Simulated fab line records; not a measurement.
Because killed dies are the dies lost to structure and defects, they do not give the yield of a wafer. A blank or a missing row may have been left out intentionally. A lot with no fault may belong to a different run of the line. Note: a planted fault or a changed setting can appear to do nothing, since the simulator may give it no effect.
Chamber matching / flow n5-finfet / pecvd-02 running N5_GATE_CUT_HM_DEP_46: 3 sister chambers
The step deposits SiO2 from TEOS/O2, target thk 130 nm, time 26.6 s. 3 wafers are shown with their chamber, then 10 later ones without.

## WAFERS WITH THEIR CHAMBER
wafer=L079.3; chamber=1; showerhead-plenum-p-Torr (Torr)=8.38
wafer=L084.2; chamber=2; showerhead-plenum-p-Torr (Torr)=8.26
wafer=L084.4; chamber=0; showerhead-plenum-p-Torr (Torr)=8.38

## WAFERS WITH NO CHAMBER GIVEN
wafer=L084.5; showerhead-plenum-p-Torr (Torr)=8.39
wafer=L087.3; showerhead-plenum-p-Torr (Torr)=8.39
wafer=L087.4; showerhead-plenum-p-Torr (Torr)=8.27
wafer=L087.5; showerhead-plenum-p-Torr (Torr)=8.40
wafer=L088.3; showerhead-plenum-p-Torr (Torr)=8.25
wafer=L088.5; showerhead-plenum-p-Torr (Torr)=8.37
wafer=L088.6; showerhead-plenum-p-Torr (Torr)=8.26
wafer=L097.3; showerhead-plenum-p-Torr (Torr)=8.38
wafer=L097.5; showerhead-plenum-p-Torr (Torr)=8.39
wafer=L097.6; showerhead-plenum-p-Torr (Torr)=8.25

## THE CHAMBER EACH PASSED THROUGH
wafer=L084.5; from the rows above=can't be placed: 0 or 1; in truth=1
wafer=L087.3; from the rows above=can't be placed: 0 or 1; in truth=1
wafer=L087.4; from the rows above=2; in truth=2
wafer=L087.5; from the rows above=can't be placed: 0 or 1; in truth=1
wafer=L088.3; from the rows above=2; in truth=2
wafer=L088.5; from the rows above=can't be placed: 0 or 1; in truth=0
wafer=L088.6; from the rows above=2; in truth=2
wafer=L097.3; from the rows above=can't be placed: 0 or 1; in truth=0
wafer=L097.5; from the rows above=can't be placed: 0 or 1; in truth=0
wafer=L097.6; from the rows above=2; in truth=2
4 of 10 placed correctly. These rows do not allow placing 6 (true chamber among the candidates in 6). Placed wrongly: 0.
How it was worked out, from the rows above alone: a wafer's distance from a chamber is the root of the sum, over the readings, of the square of ((its reading less the chamber's mean) divided by the reading's scatter). The wafer belongs to the nearest chamber; if the next one is less than 2 further off, it can't be placed. A chamber's mean is the mean of its shown wafers. The scatter (one wafer shown for each chamber): square how far every hidden wafer sits from the nearest shown wafer, average those squares and take the square root.
